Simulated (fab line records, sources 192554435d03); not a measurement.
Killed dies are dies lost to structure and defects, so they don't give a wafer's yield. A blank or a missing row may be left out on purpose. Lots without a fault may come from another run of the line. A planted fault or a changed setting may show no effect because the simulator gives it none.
A struck lot beside a sound one | flow n5_finfet | 26 steps out of a route of 1938
Sound: wafers L830.1, L830.3, L830.4. Struck: wafers L826.1, L826.2, L826.3. The cause comes at the end.
At each step with rows: each side's tool, then ch and its chambers, then its first start. Under that, the readings that differ: sound wafers | struck wafers | difference of the means | sigmas: that difference in standard deviations of wafers without a fault.
alike: readings whose means differ by less than 2 such deviations, and words and numbers that are the same on both sides. not compared: withheld readings, readings that some wafer has no value for, bounds like >300 that may hide the same value, and numbers for which the record gives no deviation and whose values overlap.
The two part at a step that has a row with sigmas, a row that says differs or no value, or rows on one side only. Numbers that don't overlap but have no deviation are shown without sigmas and don't part them. A reading that every wafer of one side lacks parts them only if that side has two wafers or more.

first, 10 steps without rows for these wafers: N5_BEOL_M2_DESCUM_16 (chemistry O2, time 7 s); N5_BEOL_M2_ETCH_74 (etches underlayer in N2/H2, target depth 6.5 nm, time 5.2 s); N5_BEOL_M2_ETCH_63 (etches SiARC in CF4, target depth 15.6 nm, time 26 s); N5_BEOL_M2_ETCH_64 (etches SOC in N2/H2, target depth 75 nm, overetch 22.5 nm, time 121.9 s); N5_BEOL_M2_STRIP_65 (strips in N2/H2); N5_BEOL_M2_STRIP_75 (strips in N2/H2); N5_BEOL_M2_STRIP_66 (strips in CF4); N5_BEOL_M2_HM_OPEN_17 (chemistry Cl2/BCl3, target TiN, target depth 20 nm, overetch 6 nm); N5_BEOL_M2_STRIP_19 (strips in O2); N5_BEOL_M2_COAT_67 (time 60 s, resist thk 60 nm).
N5_BEOL_M2_COAT_68: time 60 s, resist thk 12 nm.
  sound on litho_track-01 ch 0, day 11 07:44; struck on litho_track-05 ch 0, day 10 08:44
  reading                                    | sound                | struck               | difference | sigmas
  spin_speed_rpm (rpm)                       | 1499.5 1499.5 1499.8 | 1807.8 1807.5 1808.1 | +308.2     | +99 or more
  model.SiARC_of_BEOL_M2_COAT_68.thk_nm (nm) | 12 12 12             | 11 11 11             | -1         |
then, 9 steps without rows for these wafers: N5_BEOL_M2_COAT_76 (time 60 s, resist thk 5 nm); N5_BEOL_M2_COAT_22 (resist thk 30 nm); N5_BEOL_M2_EBR_24; N5_BEOL_M2_SOFTBAKE_23 (time 60 s); N5_BEOL_M2_EXPOSE_25 (exposes mask V1, defocus 5 nm); N5_BEOL_M2_PEB_26 (peb time 60 s); N5_BEOL_M2_DEVELOP_27 (develop time 30 s); N5_BEOL_M2_DESCUM_33 (chemistry O2, time 7 s); N5_BEOL_M2_ETCH_77 (etches underlayer in N2/H2, target depth 6.5 nm, time 5.2 s).
N5_BEOL_M2_ETCH_69: etches SiARC in CF4, target depth 15.6 nm, time 26 s.
  sound on rie_diel-06 ch 0,2,3, day 11 08:11; struck on rie_diel-06 ch 0,1,2, day 10 09:12
  reading                                      | sound             | struck           | difference | sigmas
  etch_rf_on_time_s (s)                        | 26.6 26.6 27.6    | 24.2 24.9 24.0   | -2.6       | -4
  model.etch.depth_nm (nm)                     | 11.98 11.99 12.01 | 10.93 10.9 10.94 | -1.07      |
  model.CAR-EUV_of_BEOL_M2_COAT_22.thk_nm (nm) | 11.2 11.2 11.2    | 11.8 11.8 12     | +0.7       |
  alike: drypump_motor_current_A, oes_product_au, rf_vpp_V, showerhead_plenum_p_Torr, throttle_valve_pct
  not compared: rf_hours_counter_h
then, 1 step without rows for these wafers: N5_BEOL_M2_ALD_98 (deposits SiO2, target thk 2.5 nm, pulse time 1 s, co reactant pulse time 1 s).
N5_BEOL_M2_ETCHBACK_99: etches SiO2 in CHF3, target depth 5 nm, time 10.4 s.
  sound on rie_diel-06 ch 0,1,3, day 12 02:47; struck on rie_diel-02 ch 0,1,2, day 11 03:52
  reading                                      | sound          | struck         | difference | sigmas
  rf_hours_counter_h (h)                       | 204 244 218    | 102 133 170    | -87        |
  showerhead_plenum_p_Torr (Torr)              | 2.05 2.02 2.04 | 2.27 2.15 2.15 | +0.15      | +2
  model.CAR-EUV_of_BEOL_M2_COAT_22.thk_nm (nm) | 10.6 10.4 10.4 | 11 11.2 11.2   | +1         |
  alike: drypump_motor_current_A, oes_product_au, rf_vpp_V, throttle_valve_pct
N5_BEOL_M2_ETCH_70: etches SOC in N2/H2, target depth 80 nm, overetch 24 nm, time 130 s.
  sound on rie_diel-06 ch 0,1,3, day 12 02:49; struck on rie_diel-02 ch 0,1,2, day 11 03:54
  reading                                    | sound             | struck            | difference | sigmas
  rf_hours_counter_h (h)                     | 204 244 218       | 102 134 170       | -87        |
  rf_vpp_V (V)                               | 520.3 519.5 520.0 | 527.2 523.0 523.0 | +4.5       | +2
  showerhead_plenum_p_Torr (Torr)            | 2.43 2.39 2.41    | 2.66 2.56 2.52    | +0.17      | +2
  model.SiARC_of_BEOL_M2_COAT_68.thk_nm (nm) | 6 6.2 5.8         | 4.8 4.8 4.6       | -1.3       |
  alike: drypump_motor_current_A, h2_flow_sccm, oes_product_au, throttle_valve_pct
then, 1 step without rows for these wafers: N5_BEOL_M2_STRIP_71 (strips in N2/H2).
N5_BEOL_M4_RC_MEAS_101:
  sound on prober-02 ch 0, day 13 20:13; struck on prober-01 ch 0, day 12 22:23
  reading   | sound          | struck         | difference | sigmas
  VT_P (mV) | -252 -252 -256 | -249 -246 -247 | +6         | +2
  alike: DIBL_N, DIBL_P, IOFF_N, IOFF_P, ION_N, ION_P, SS_N, SS_P, VT_N

WHERE THEY PART
First at N5_BEOL_M2_COAT_68; last, within this record, at N5_BEOL_M4_RC_MEAS_101.

WHY: what the simulator had put in
Process parameter drift: litho_track-05, from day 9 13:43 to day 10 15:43, at N5_BEOL_M2_COAT_68. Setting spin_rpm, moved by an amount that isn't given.
